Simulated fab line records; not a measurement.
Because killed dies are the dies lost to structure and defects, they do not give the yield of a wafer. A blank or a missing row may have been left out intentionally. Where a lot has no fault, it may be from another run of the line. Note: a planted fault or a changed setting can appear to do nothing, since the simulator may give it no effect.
One fault through the eyes of 2 desks :: flow nand-harc :: each desk holds nothing but its own numbers, with what lay behind them at the end

TOOL OWNER'S DESK, plasma-asher-01
The tool's own readings at NHARC_THIN_TSV_STRIP_45 (strips in O2): means of the sampled wafers that have a number, for each lot that ran on this tool. Any lot whose mean is over 4 standard deviations away from the usual mean is out of limits and marked OUT; that distance is given in the brackets.
Columns: A = drypump-motor-current-A at NHARC_THIN_TSV_STRIP_45, usual 5.9 A; B = heater-power-w at NHARC_THIN_TSV_STRIP_45, usual 307 W
lot: L786
first seen here: day 23 12:49
A: 5.8
B: 312

lot: L793
first seen here: day 26 06:21
A: 5.6
B: 304

lot: L794
first seen here: day 26 07:56
A: 5.6
B: 297

lot: L805
first seen here: day 31 20:50
A: 5.9
B: 316
This desk's finding: nothing out of limits on any of the 4 lots.

FROM THE METROLOGY DESK
Lot by lot, what the gauges showed, no matter which tool ran the lot: averages of those sampled wafers that carry a number. Any lot whose mean is over 4 standard deviations away from the usual mean is out of limits and marked OUT; that distance is given in the brackets.
Columns: A = cd-nm at NHARC_THIN_TSV_CD_MEAS_12, usual 999.7 nm; B = cd-nm at NHARC_THIN_TSV_CD_MEAS_16, usual 999.8 nm; C = cd-nm at NHARC_THIN_TSV_CD_MEAS_33, usual 5000.0 nm
lot: L786
first seen here: day 23 11:47
A: 999.3
B: 998.6
C: 4998.6

lot: L793
first seen here: day 26 05:16
A: 999.9
B: 999.9
C: 5001.3

lot: L794
first seen here: day 26 06:34
A: 998.8
B: 998.8
C: 5001.2

lot: L802
first seen here: day 31 16:08
A: 999.6
B: 1000.2
C: 4999.7

lot: L805
first seen here: day 31 19:48
A: 1001.8
B: 1002.1
C: 4998.8

lot: L807
first seen here: day 31 21:01
A: 998.4
B: 997.8
C: 5000.0
This desk's finding: nothing out of limits on any of the 6 lots.

PUT TOGETHER
Nothing out of limits was seen by the tool owner's desk.
Metrology desk: nothing out of limits seen.

WHAT WAS PUT IN BY THE SIMULATOR
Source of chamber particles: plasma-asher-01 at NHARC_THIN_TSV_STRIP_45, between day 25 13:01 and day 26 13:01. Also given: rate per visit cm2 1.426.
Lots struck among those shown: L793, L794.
